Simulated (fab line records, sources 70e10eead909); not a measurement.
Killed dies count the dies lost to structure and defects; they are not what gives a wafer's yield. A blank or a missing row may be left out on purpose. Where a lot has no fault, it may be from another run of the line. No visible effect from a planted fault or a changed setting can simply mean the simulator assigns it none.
Chamber matching :: flow nand_harc :: NHARC_A_CONTACT_DEP_29 on pecvd-03: 3 sister chambers
The step deposits SiON, target thk 70 nm. 18 wafers are shown with their chamber, then 9 later ones without.

WAFERS, EACH WITH ITS CHAMBER
wafer: L079.1
chamber: 0
heater_power_w (W): 731
rf_fwd_power_W (W): 347.9
chamber_pressure_Torr (Torr): 3.510

wafer: L079.2
chamber: 2
heater_power_w (W): 786
rf_fwd_power_W (W): 347.6
chamber_pressure_Torr (Torr): 3.501

wafer: L079.5
chamber: 2
heater_power_w (W): 806
rf_fwd_power_W (W): 347.8
chamber_pressure_Torr (Torr): 3.514

wafer: L081.1
chamber: 0
heater_power_w (W): 768
rf_fwd_power_W (W): 349.6
chamber_pressure_Torr (Torr): 3.500

wafer: L081.4
chamber: 1
heater_power_w (W): 679
rf_fwd_power_W (W): 348.9
chamber_pressure_Torr (Torr): 3.482

wafer: L081.5
chamber: 2
heater_power_w (W): 950
rf_fwd_power_W (W): 349.8
chamber_pressure_Torr (Torr): 3.495

wafer: L080.1
chamber: 1
heater_power_w (W): 649
rf_fwd_power_W (W): 348.7
chamber_pressure_Torr (Torr): 3.496

wafer: L080.2
chamber: 2
heater_power_w (W): 968
rf_fwd_power_W (W): 349.4
chamber_pressure_Torr (Torr): 3.506

wafer: L080.3
chamber: 0
heater_power_w (W): 715
rf_fwd_power_W (W): 347.0
chamber_pressure_Torr (Torr): 3.488

wafer: L084.1
chamber: 0
heater_power_w (W): 698
rf_fwd_power_W (W): 346.8
chamber_pressure_Torr (Torr): 3.493

wafer: L084.2
chamber: 2
heater_power_w (W): 938
rf_fwd_power_W (W): 348.8
chamber_pressure_Torr (Torr): 3.497

wafer: L084.6
chamber: 2
heater_power_w (W): 924
rf_fwd_power_W (W): 349.7
chamber_pressure_Torr (Torr): 3.509

wafer: L085.1
chamber: 1
heater_power_w (W): 566
rf_fwd_power_W (W): 349.9
chamber_pressure_Torr (Torr): 3.499

wafer: L085.2
chamber: 0
heater_power_w (W): 694
rf_fwd_power_W (W): 347.1
chamber_pressure_Torr (Torr): 3.511

wafer: L085.3
chamber: 2
heater_power_w (W): 802
rf_fwd_power_W (W): 349.9
chamber_pressure_Torr (Torr): 3.495

wafer: L086.1
chamber: 1
heater_power_w (W): 687
rf_fwd_power_W (W): 348.1
chamber_pressure_Torr (Torr): 3.504

wafer: L086.2
chamber: 2
heater_power_w (W): 834
rf_fwd_power_W (W): 349.5
chamber_pressure_Torr (Torr): 3.504

wafer: L086.6
chamber: 1
heater_power_w (W): 686
rf_fwd_power_W (W): 348.3
chamber_pressure_Torr (Torr): 3.507

SIGNATURES, as means of the wafers listed above
reading: heater_power_w
chamber 0: 721.20
chamber 1: 653.40
chamber 2: 876.00
scatter within a chamber: 60.2

reading: rf_fwd_power_W
chamber 0: 347.680
chamber 1: 348.780
chamber 2: 349.062
scatter within a chamber: 0.932

reading: chamber_pressure_Torr
chamber 0: 3.50040
chamber 1: 3.49760
chamber 2: 3.50263
scatter within a chamber: 0.00866
Rule: for a wafer and a chamber, the distance is found by dividing, reading by reading, the gap between the wafer's reading and the chamber's mean by the reading's scatter, squaring, summing and taking the root. If the next closest chamber is less than 2 further off than the closest, the wafer can't be placed; otherwise it belongs to the closest. How the scatter is found: for the shown wafers, subtract from each reading the mean of its chamber, square and add these, divide the total by (wafers less chambers), then take the root.

WAFERS WITH NO CHAMBER GIVEN
wafer: L083.2
heater_power_w (W): 639
rf_fwd_power_W (W): 349.9
chamber_pressure_Torr (Torr): 3.497

wafer: L083.3
heater_power_w (W): 668
rf_fwd_power_W (W): 348.1
chamber_pressure_Torr (Torr): 3.492

wafer: L083.5
heater_power_w (W): 700
rf_fwd_power_W (W): 348.4
chamber_pressure_Torr (Torr): 3.489

wafer: L091.2
heater_power_w (W): 771
rf_fwd_power_W (W): 348.2
chamber_pressure_Torr (Torr): 3.486

wafer: L091.3
heater_power_w (W): 587
rf_fwd_power_W (W): 347.7
chamber_pressure_Torr (Torr): 3.492

wafer: L091.5
heater_power_w (W): 935
rf_fwd_power_W (W): 348.0
chamber_pressure_Torr (Torr): 3.494

wafer: L093.2
heater_power_w (W): 794
rf_fwd_power_W (W): 348.0
chamber_pressure_Torr (Torr): 3.502

wafer: L093.4
heater_power_w (W): 786
rf_fwd_power_W (W): 348.7
chamber_pressure_Torr (Torr): 3.510

wafer: L093.5
heater_power_w (W): 588
rf_fwd_power_W (W): 348.2
chamber_pressure_Torr (Torr): 3.491

THE CHAMBER EACH PASSED THROUGH
wafer: L083.2
from the rows above: can't be placed: 1 or 0
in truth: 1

wafer: L083.3
from the rows above: can't be placed: 1 or 0
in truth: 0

wafer: L083.5
from the rows above: can't be placed: 1 or 0
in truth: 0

wafer: L091.2
from the rows above: can't be placed: 0 or 1 or 2
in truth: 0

wafer: L091.3
from the rows above: can't be placed: 1 or 0
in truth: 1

wafer: L091.5
from the rows above: can't be placed: 2 or 0
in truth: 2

wafer: L093.2
from the rows above: can't be placed: 0 or 2 or 1
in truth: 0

wafer: L093.4
from the rows above: can't be placed: 2 or 0 or 1
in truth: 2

wafer: L093.5
from the rows above: can't be placed: 1 or 0
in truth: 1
0 of 9 placed correctly. Unplaceable from these rows: 9, with the true chamber sitting among the candidates in 9. Number placed wrongly: 0.
